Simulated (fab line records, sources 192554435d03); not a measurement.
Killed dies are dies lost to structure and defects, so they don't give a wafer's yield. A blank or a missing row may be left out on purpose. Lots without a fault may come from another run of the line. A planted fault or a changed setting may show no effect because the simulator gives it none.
Which tool did it? | flow n5_finfet | 6 lots, 18 wafers sampled, at 2 steps of a route of 1938

WHAT THE GAUGES READ, wafer by wafer
N5_BEOL_M10_CD_MEAS_35: target cd 70 nm.
lot  | measured     | on        | cd_nm (nm)
L150 | day 10 22:13 | cd_sem-01 | 70.3 71.3 70.2
L157 | day 12 00:29 | cd_sem-01 | 70.1 69.6 72.2
L158 | day 12 18:20 | cd_sem-01 | 70.2 71.7 72.4
L160 | day 13 04:52 | cd_sem-02 | 69.4 70.8 70.2
L162 | day 13 20:33 | cd_sem-02 | 71.7 70.9 70.2
L166 | day 14 14:31 | cd_sem-03 | 70.6 71.1 69.6

WHICH TOOL RAN EACH LOT (tool, then ch and the chambers of the sampled wafers, then the start)
lot  | N5_BEOL_M10_STRIP_36
L150 | rie_diel-02 ch 1,3, day 10 21:50
L157 | rie_diel-05 ch 2,3, day 12 00:05
L158 | rie_diel-02 ch 0,1,3, day 12 17:58
L160 | rie_diel-06 ch 0,2,3, day 13 04:30
L162 | rie_diel-05 ch 0,1, day 13 20:10
L166 | rie_diel-06 ch 0,3, day 14 14:08
- N5_BEOL_M10_STRIP_36: strips in N2/H2.

THE ANSWER, worked out from the rows above alone
Rule: what is usual is taken from the lots themselves. Put in order of their means at a reading, lots are off if they are a third of the lots or fewer, leave a main group of 4 or more, and stand apart from it by a gap of 3 or more times the standard deviation of the main group's means; of several such gaps the widest counts. A main group whose means are all the same, to the digits that the tables above print for the reading, isn't used. A lot without any number at a reading at which 4 lots or more have one is off too. The other lots that the step has rows for count as sound.
No lot is off at any reading shown: from this, nothing can be told.

WHAT THE SIMULATOR HAD PUT IN
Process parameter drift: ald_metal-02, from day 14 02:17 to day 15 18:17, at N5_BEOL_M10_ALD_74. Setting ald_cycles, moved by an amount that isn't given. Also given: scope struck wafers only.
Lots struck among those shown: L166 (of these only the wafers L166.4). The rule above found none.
